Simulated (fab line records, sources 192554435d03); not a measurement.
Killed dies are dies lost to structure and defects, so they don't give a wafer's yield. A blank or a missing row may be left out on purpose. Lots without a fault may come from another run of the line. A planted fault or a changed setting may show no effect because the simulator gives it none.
Which tool did it? | flow n5_finfet | 24 lots, 72 wafers sampled, at 1 step of a route of 1938

WHAT THE GAUGES READ, wafer by wafer
N5_BEOL_M2_CD_MEAS_11: target cd 16.79 nm. Usual: cd_nm 16.79 nm, standard deviation 0.28.
lot  | measured     | on        | cd_nm (nm)        | flag
L074 | day 7 22:10  | cd_sem-02 | 17.25 17.21 16.96 |
L075 | day 8 01:13  | cd_sem-02 | 17.35 17.02 17.09 |
L076 | day 8 02:42  | cd_sem-01 | 17.24 16.98 16.93 |
L077 | day 8 02:55  | cd_sem-02 | 17.07 16.95 16.67 |
L079 | day 8 05:37  | cd_sem-01 | 17.09 16.67 16.86 |
L080 | day 8 08:44  | cd_sem-01 | 16.34 16.46 16.71 |
L078 | day 8 08:55  | cd_sem-01 | 17.03 16.33 16.89 |
L081 | day 8 11:53  | cd_sem-03 | 17.03 17.11 17.03 |
L082 | day 8 12:48  | cd_sem-01 | 16.97 16.71 16.56 |
L084 | day 8 21:40  | cd_sem-02 | 16.95 17.00 16.51 |
L083 | day 9 00:58  | cd_sem-02 | 16.44 16.45 16.58 |
L085 | day 9 08:47  | cd_sem-02 | 16.58 16.71 16.43 |
L086 | day 9 19:43  | cd_sem-02 | 17.31 16.75 17.08 |
L087 | day 10 09:37 | cd_sem-02 | 16.40 16.57 16.54 |
L088 | day 10 20:50 | cd_sem-03 | 16.73 16.89 17.16 |
L089 | day 11 01:21 | cd_sem-01 | 16.74 16.76 16.89 |
L090 | day 11 01:35 | cd_sem-01 | 16.45 16.40 16.49 |
L091 | day 11 02:41 | cd_sem-03 | 16.63 16.80 16.81 |
L092 | day 11 05:05 | cd_sem-01 | 16.89 16.51 16.62 |
L093 | day 11 07:46 | cd_sem-01 | 16.85 16.72 16.44 |
L094 | day 11 13:41 | cd_sem-01 | 17.07 16.93 16.91 |
L095 | day 11 19:20 | cd_sem-02 | 16.86 16.74 17.06 |
L096 | day 12 05:10 | cd_sem-02 | 16.73 16.27 16.71 |
L097 | day 12 12:01 | cd_sem-03 | 16.70 16.16 16.42 |

WHICH TOOL RAN EACH LOT (tool, then ch and the chambers of the sampled wafers, then the start)
The record holds no process step before these readings.

WHAT THE TOOLS THEMSELVES READ (means of the sampled wafers that have a number; where no wafer has one, the mark that the record gives instead)
The record holds no such reading with a usual standard deviation.

THE ANSWER, worked out from the rows above alone
Rule: a lot is off if the mean of its wafers that have a number lies more than 3 standard deviations from the usual mean. A lot without any number at a reading at which 4 lots or more have one is off too. The other lots that the step has rows for count as sound. The gauges are gone through in route order, then the tools' own readings, and for those a lot's mean is taken as printed above. The first step at which some lot is off is used, and at that step the reading that is off furthest; a lot without a number counts as furthest.
No lot is off at any reading shown: from this, nothing can be told.

WHAT THE SIMULATOR HAD PUT IN
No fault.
